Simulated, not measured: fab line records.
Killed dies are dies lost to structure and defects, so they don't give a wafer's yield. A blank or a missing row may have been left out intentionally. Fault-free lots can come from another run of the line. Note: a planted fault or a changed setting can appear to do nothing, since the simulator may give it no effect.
Split-lot experiment / flow n5_finfet / on a route of 1938 steps: 7 lots, 21 wafers read

== ON THE SPLIT ==
At N5_BEOL_M9_ETCH_66 (etches SOC in N2/H2, target depth 80 nm, overetch 16 nm, time 120 s), the setting time_s was moved away from the recipe's 120 s on 5 of the 21 wafers read, by -19.1% to +9.3%. For the rest of the wafers, this setting stayed at what the recipe calls for.

Reading taken at the split's own step.

== THE READING ==
SiARC_of_BEOL_M9_COAT_64.thk_nm (the simulator's own value, which no gauge read), in nm, at N5_BEOL_M9_ETCH_66 (etches SOC in N2/H2, target depth 80 nm, overetch 16 nm, time 120 s). The file does not state a usual value for it. Average 6.4 nm, standard deviation 0.16 nm, over the 16 wafers here run with the recipe.

wafer=L079.3; tool, chamber at the split=rie_diel-06, 0; time_s as run, s=120; against the recipe=recipe; SiARC_of_BEOL_M9_COAT_64.thk_nm, nm=6.2; against lot-mates on the recipe=-
wafer=L079.5; tool, chamber at the split=rie_diel-06, 2; time_s as run, s=131.2; against the recipe=+9.3%; SiARC_of_BEOL_M9_COAT_64.thk_nm, nm=5.8; against lot-mates on the recipe=-0.5
wafer=L079.6; tool, chamber at the split=rie_diel-06, 1; time_s as run, s=120; against the recipe=recipe; SiARC_of_BEOL_M9_COAT_64.thk_nm, nm=6.4; against lot-mates on the recipe=-
wafer=L081.2; tool, chamber at the split=rie_diel-02, 2; time_s as run, s=120; against the recipe=recipe; SiARC_of_BEOL_M9_COAT_64.thk_nm, nm=6.6; against lot-mates on the recipe=-
wafer=L081.4; tool, chamber at the split=rie_diel-02, 0; time_s as run, s=120; against the recipe=recipe; SiARC_of_BEOL_M9_COAT_64.thk_nm, nm=6.4; against lot-mates on the recipe=-
wafer=L081.6; tool, chamber at the split=rie_diel-02, 3; time_s as run, s=110; against the recipe=-8.3%; SiARC_of_BEOL_M9_COAT_64.thk_nm, nm=7; against lot-mates on the recipe=+0.5
wafer=L090.1; tool, chamber at the split=rie_diel-06, 3; time_s as run, s=103.9; against the recipe=-13.4%; SiARC_of_BEOL_M9_COAT_64.thk_nm, nm=7.2; against lot-mates on the recipe=+0.9
wafer=L090.2; tool, chamber at the split=rie_diel-06, 0; time_s as run, s=120; against the recipe=recipe; SiARC_of_BEOL_M9_COAT_64.thk_nm, nm=6.2; against lot-mates on the recipe=-
wafer=L090.6; tool, chamber at the split=rie_diel-06, 3; time_s as run, s=120; against the recipe=recipe; SiARC_of_BEOL_M9_COAT_64.thk_nm, nm=6.4; against lot-mates on the recipe=-
wafer=L087.2; tool, chamber at the split=rie_diel-02, 3; time_s as run, s=120; against the recipe=recipe; SiARC_of_BEOL_M9_COAT_64.thk_nm, nm=6.4; against lot-mates on the recipe=-
wafer=L087.3; tool, chamber at the split=rie_diel-02, 1; time_s as run, s=97.03; against the recipe=-19.1%; SiARC_of_BEOL_M9_COAT_64.thk_nm, nm=7.6; against lot-mates on the recipe=+1.2
wafer=L087.6; tool, chamber at the split=rie_diel-02, 1; time_s as run, s=97.03; against the recipe=-19.1%; SiARC_of_BEOL_M9_COAT_64.thk_nm, nm=7.6; against lot-mates on the recipe=+1.2
wafer=L091.1; tool, chamber at the split=rie_diel-06, 0; time_s as run, s=120; against the recipe=recipe; SiARC_of_BEOL_M9_COAT_64.thk_nm, nm=6.2; against lot-mates on the recipe=-
wafer=L091.4; tool, chamber at the split=rie_diel-06, 0; time_s as run, s=120; against the recipe=recipe; SiARC_of_BEOL_M9_COAT_64.thk_nm, nm=6.2; against lot-mates on the recipe=-
wafer=L091.5; tool, chamber at the split=rie_diel-06, 2; time_s as run, s=120; against the recipe=recipe; SiARC_of_BEOL_M9_COAT_64.thk_nm, nm=6.6; against lot-mates on the recipe=-
wafer=L097.3; tool, chamber at the split=rie_diel-06, 1,2; time_s as run, s=120; against the recipe=recipe; SiARC_of_BEOL_M9_COAT_64.thk_nm, nm=6.6; against lot-mates on the recipe=-
wafer=L097.5; tool, chamber at the split=rie_diel-06, 1,2; time_s as run, s=120; against the recipe=recipe; SiARC_of_BEOL_M9_COAT_64.thk_nm, nm=6.6; against lot-mates on the recipe=-
wafer=L097.4; tool, chamber at the split=rie_diel-06, 2; time_s as run, s=120; against the recipe=recipe; SiARC_of_BEOL_M9_COAT_64.thk_nm, nm=6.4; against lot-mates on the recipe=-
wafer=L096.3; tool, chamber at the split=rie_diel-06, 3,3,2; time_s as run, s=120; against the recipe=recipe; SiARC_of_BEOL_M9_COAT_64.thk_nm, nm=6.6; against lot-mates on the recipe=-
wafer=L096.5; tool, chamber at the split=rie_diel-06, 3,3,2; time_s as run, s=120; against the recipe=recipe; SiARC_of_BEOL_M9_COAT_64.thk_nm, nm=6.6; against lot-mates on the recipe=-
wafer=L096.6; tool, chamber at the split=rie_diel-06, 3,3,2; time_s as run, s=120; against the recipe=recipe; SiARC_of_BEOL_M9_COAT_64.thk_nm, nm=6.6; against lot-mates on the recipe=-
Where a row lists several chambers, the file gives one row for several wafers and doesn't say which wafer went through which chamber.

FIT RESULTS
A straight line over all 21 wafers: SiARC_of_BEOL_M9_COAT_64.thk_nm changes by -0.0614 nm for each +1% of time_s; r = -0.94; the points scatter about the line by 0.15 nm.
The same after taking each lot's own level away (the mean of its wafers on the recipe; 21 wafers): -0.0622 nm for each +1%; r = -0.97; scatter 0.1 nm.
On that fit, the largest move of time_s shifts the reading by 1.2 nm.
From 6.30 to 6.60 nm: that is the span of the lots' own levels, equal to 1.9 times the standard deviation above.
The two slopes are in agreement: the lot-to-lot level therefore moves the slope only a little.
Check: for one of the wafers moved furthest among these (-19.1%), held out of the fit, the line's prediction against its lot-mates is +1.2 nm. It came out at +1.2 nm against them.

== THESE WAFERS: OTHER SPLITS ==
Note: prior to the reading, these wafers also went through further splits. Each is held against what the fit with the lots' levels taken away leaves over:
other split on the same wafers=N5_BEOL_M9_ILD_DEP_00 time_s; wafers away from the commonest value=6; r with SiARC_of_BEOL_M9_COAT_64.thk_nm (lot level and that fit taken away)=-0.03
other split on the same wafers=N5_BEOL_M9_PECVD_70 temp_c; wafers away from the commonest value=7; r with SiARC_of_BEOL_M9_COAT_64.thk_nm (lot level and that fit taken away)=-0.05
other split on the same wafers=N5_BEOL_M9_EXPOSE_25 dose_mj; wafers away from the commonest value=7; r with SiARC_of_BEOL_M9_COAT_64.thk_nm (lot level and that fit taken away)=+0.11

== THE FILE'S OWN FIT ==
SiARC_of_BEOL_M9_COAT_64.thk_nm changes by -0.0624 nm for each +1% of time_s, r = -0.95.
